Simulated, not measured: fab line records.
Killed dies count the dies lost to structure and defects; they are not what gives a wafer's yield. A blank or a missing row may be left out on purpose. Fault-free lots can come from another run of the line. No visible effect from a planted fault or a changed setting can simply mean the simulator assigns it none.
Check of tool commonality + flow n5-finfet + 24 wafers sampled across 8 lots

## REASON FOR OPENING
At N5_BEOL_M4_INSPECT_30 the reading raw-defect-count is flagged on 2 of 8 lots. Wafers without a fault read 412, standard deviation 100.
Rule: flag the lot when none of its wafers has a number, or when each of its wafers that has one lies beyond 4 standard deviations from that mean. The other lots count as sound.

| lot  | measured     | on                | raw-defect-count, wafer by wafer | flag    |
|------|--------------|-------------------|----------------------------------|---------|
| L367 | day 9 14:31  | defect-inspect-02 | 427 445 383                      |         |
| L374 | day 11 05:59 | defect-inspect-01 | 1761 1817 1614                   | FLAGGED |
| L376 | day 12 03:22 | defect-inspect-01 | 1623 1725 1650                   | FLAGGED |
| L379 | day 12 18:13 | defect-inspect-02 | 545 393 731                      |         |
| L378 | day 13 08:20 | defect-inspect-01 | 425 587 386                      |         |
| L381 | day 13 09:17 | defect-inspect-01 | 383 378 386                      |         |
| L383 | day 13 18:14 | defect-inspect-01 | 415 346 397                      |         |
| L385 | day 14 02:12 | defect-inspect-01 | 423 328 335                      |         |
The mean of the flagged lots' numbers is 1698, +1286 from the usual (+13 standard deviations).

## LOT BY LOT: THE TOOL USED
Before the reading, the record contains 2 process steps out of a 1938-step route. In each cell: the tool, then ch and the chambers that the sampled wafers went through, then the start.
| lot  | flag    | N5_BEOL_M4_ETCH_74                 | N5_BEOL_M4_ETCH_64                 |
|------|---------|------------------------------------|------------------------------------|
| L367 |         | rie-diel-03 ch 0,1,3, day 9 13:34  | rie-diel-03 ch 0,1,3, day 9 13:36  |
| L374 | FLAGGED | rie-diel-01 ch 0,2, day 11 04:47   | rie-diel-01 ch 0,2, day 11 04:50   |
| L376 | FLAGGED | rie-diel-01 ch 0,3, day 12 02:20   | rie-diel-01 ch 0,3, day 12 02:22   |
| L379 |         | rie-diel-04 ch 0,1, day 12 17:17   | rie-diel-04 ch 0,1, day 12 17:20   |
| L378 |         | rie-diel-04 ch 1,2,3, day 13 07:23 | rie-diel-04 ch 1,2,3, day 13 07:26 |
| L381 |         | rie-diel-03 ch 0,2,3, day 13 08:27 | rie-diel-03 ch 0,2,3, day 13 08:30 |
| L383 |         | rie-diel-04 ch 0,2,3, day 13 17:26 | rie-diel-04 ch 0,2,3, day 13 17:29 |
| L385 |         | rie-diel-04 ch 0,1, day 14 01:11   | rie-diel-04 ch 0,1, day 14 01:13   |
What is done by these steps:
- N5_BEOL_M4_ETCH_74: etches underlayer in N2/H2, target depth 6.5 nm, time 5.2 s.
- N5_BEOL_M4_ETCH_64: etches SOC in N2/H2, target depth 75 nm, overetch 22.5 nm, time 121.9 s.
- N5_BEOL_M4_INSPECT_30: inspects for defects (brightfield).

## FLAGGED AGAINST TOTAL, ONE TOOL AT A TIME (gauges that did the reading follow at the end)
| step                  | tool              | lots run | flagged | share of the flagged lots | sound lots run after its first flagged lot |
|-----------------------|-------------------|----------|---------|---------------------------|--------------------------------------------|
| N5_BEOL_M4_ETCH_74    | rie-diel-01       | 2        | 2       | all                       | 0                                          |
| N5_BEOL_M4_ETCH_74    | rie-diel-03       | 2        | 0       | none                      | -                                          |
| N5_BEOL_M4_ETCH_74    | rie-diel-04       | 4        | 0       | none                      | -                                          |
| N5_BEOL_M4_ETCH_64    | rie-diel-01       | 2        | 2       | all                       | 0                                          |
| N5_BEOL_M4_ETCH_64    | rie-diel-03       | 2        | 0       | none                      | -                                          |
| N5_BEOL_M4_ETCH_64    | rie-diel-04       | 4        | 0       | none                      | -                                          |
| N5_BEOL_M4_INSPECT_30 | defect-inspect-01 | 6        | 2       | all                       | 4 (L378,L381,L383,L385)                    |
| N5_BEOL_M4_INSPECT_30 | defect-inspect-02 | 2        | 0       | none                      | -                                          |

## WHAT THE TABLE ALLOWS
3 rows of the table ran every flagged lot: rie-diel-01 at N5_BEOL_M4_ETCH_74, rie-diel-01 at N5_BEOL_M4_ETCH_64, defect-inspect-01 at N5_BEOL_M4_INSPECT_30.
- rie-diel-01 at N5_BEOL_M4_ETCH_74 ran 2 lots, 2 of them flagged. It ran no sound lot before its first flagged lot in this sample, so the start can't be narrowed down.
- rie-diel-01 at N5_BEOL_M4_ETCH_64 ran 2 lots, 2 of them flagged. It ran no sound lot before its first flagged lot in this sample, so the start can't be narrowed down.
- defect-inspect-01 at N5_BEOL_M4_INSPECT_30 ran 6 lots, 2 of them flagged. Sound lots followed the first flagged one (L378, L381, L383, L385) on it, something a lasting fault affecting the whole tool could not allow.
One tool is left: rie-diel-01 at N5_BEOL_M4_ETCH_74 and N5_BEOL_M4_ETCH_64.

## WHAT WAS PUT IN BY THE SIMULATOR
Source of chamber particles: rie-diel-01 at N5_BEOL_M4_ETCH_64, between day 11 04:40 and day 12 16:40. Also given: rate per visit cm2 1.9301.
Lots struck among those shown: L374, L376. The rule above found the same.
